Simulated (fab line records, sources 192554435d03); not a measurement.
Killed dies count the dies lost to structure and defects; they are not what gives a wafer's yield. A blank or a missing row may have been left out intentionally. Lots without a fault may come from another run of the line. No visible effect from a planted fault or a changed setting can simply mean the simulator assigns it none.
Comparing a struck lot with a sound one || flow n5_finfet || 14 steps out of a route of 1938
Sound: wafers L733.2, L733.3, L733.5. Struck: wafer L736.4 (left out: L736.1, L736.2 of the same lot, which were not struck); the cause appears at the end.
Per side, at each step with rows, come the tool, then ch with its chambers, and then its first start. Under that, the readings that differ: sound wafers || struck wafers || difference of the means || sigmas: that difference in standard deviations of wafers without a fault.
alike: a reading whose means differ by less than 2 such deviations, as well as words and numbers matching on both sides. not compared: withheld readings; readings where some wafer has no value; bounds like >300 that might hide an equal value; numbers whose values overlap and for which the record gives no deviation.
A row with sigmas, a row that says differs or no value, or rows on one side alone: a step with any of these is where the two part. When numbers do not overlap yet have no deviation, they are printed without sigmas and do not part them. A reading missing from all wafers of one side parts the sides only when that side holds two or more wafers.

N5_BEOL_M12_OCD_MEAS_35:
  struck on ocd-02, day 14 19:51; sound on ocd-01, day 13 03:01
  alike: trench_depth_nm
N5_BEOL_M12_STRIP_37: strips in N2/H2.
  sound on plasma_asher-01 ch 0,1, day 13 03:04; struck on plasma_asher-01 ch 0, day 14 19:53
  alike: drypump_motor_current_A, heater_power_w, n2_flow_sccm, oes_product_au
  not compared: rf_hours_counter_h
then, 3 steps without rows for these wafers: N5_BEOL_M12_ETCH_38 (etches SiCN in CF4/N2, target depth 68.7 nm, time 73.4 s); N5_BEOL_M12_PRECLEAN_39 (cleans in residue remover, time 60 s); N5_BEOL_M12_SRD_40 (time 30 s, dry time 30 s).
N5_BEOL_M12_DEGAS_41: time 60 s.
  struck on pvd_sputter-01, day 14 20:21; sound on pvd_sputter-01, day 13 04:50
  alike: heater_power_w
N5_BEOL_M12_PRE_CLEAN_42: time 30 s.
  struck on pvd_sputter-01, day 14 20:23; sound on pvd_sputter-01, day 13 04:52
  alike: heater_power_w
N5_BEOL_M12_SPUTTER_43: material TaN, target thk 15 nm, time 24.19 s.
  struck on pvd_sputter-01, day 14 20:26; sound on pvd_sputter-01, day 13 04:55
{"reading": "cathode_dc_power_W (W)", "sound": "15003 15000 14999", "struck": 14995, "difference": -6, "sigmas": -2}
  alike: throttle_valve_pct
then, 3 steps without rows for these wafers: N5_BEOL_M12_SPUTTER_44 (material Ta, target thk 10 nm, time 16.13 s); N5_BEOL_M12_SPUTTER_45 (material Cu, target thk 80 nm, time 13.33 s); N5_BEOL_M12_ECD_47 (material Cu, target thk 720 nm).
N5_BEOL_M12_ANNEAL_48: time 90 s.
  sound on rtp_anneal-02 ch 0, day 13 05:38; struck on rtp_anneal-01 ch 0, day 14 20:51
  alike: wafer_temp_C_max
N5_BEOL_M12_CMP_49: polishes, stops on SiOC, t overpolish 20.6 s, target thk 320 nm.
  sound on cmp-02 ch 0,3, day 13 05:53; struck on cmp-02 ch 0, day 14 21:09
{"reading": "barrier_field_endpoint_s (s)", "sound": "30.3 30.5 30.4", "struck": 16.5, "difference": -13.9, "sigmas": -17}
{"reading": "model.Cu_of_BEOL_M12_ECD_47.thk_nm (nm)", "sound": "320.6 321.4 325.2", "struck": 313.6, "difference": -8.8, "sigmas": ""}
  alike: motor_current_A, overpolish_run_s, slurry_flow_ml_min
N5_PASSIVATION_PROBE_49:
  struck on prober-01, day 16 05:12; sound on prober-02, day 14 20:13
{"reading": "killed_at_contacts", "sound": "29 9 15", "struck": 1, "difference": -17, "sigmas": -3}
  alike: defect_limited_yield, killed_at_M0_to_M3, killed_at_M4_up, killed_at_front_end, killed_at_other, killed_dies, killed_open, killed_short, sort_bin_5_function, sort_bin_6_memory, sort_n_pass, sort_yield_pct

== WHERE THEY PART ==
Last at N5_PASSIVATION_PROBE_49 as far as this record goes, first at N5_BEOL_M12_SPUTTER_43.

WHY: whatever the simulator had introduced
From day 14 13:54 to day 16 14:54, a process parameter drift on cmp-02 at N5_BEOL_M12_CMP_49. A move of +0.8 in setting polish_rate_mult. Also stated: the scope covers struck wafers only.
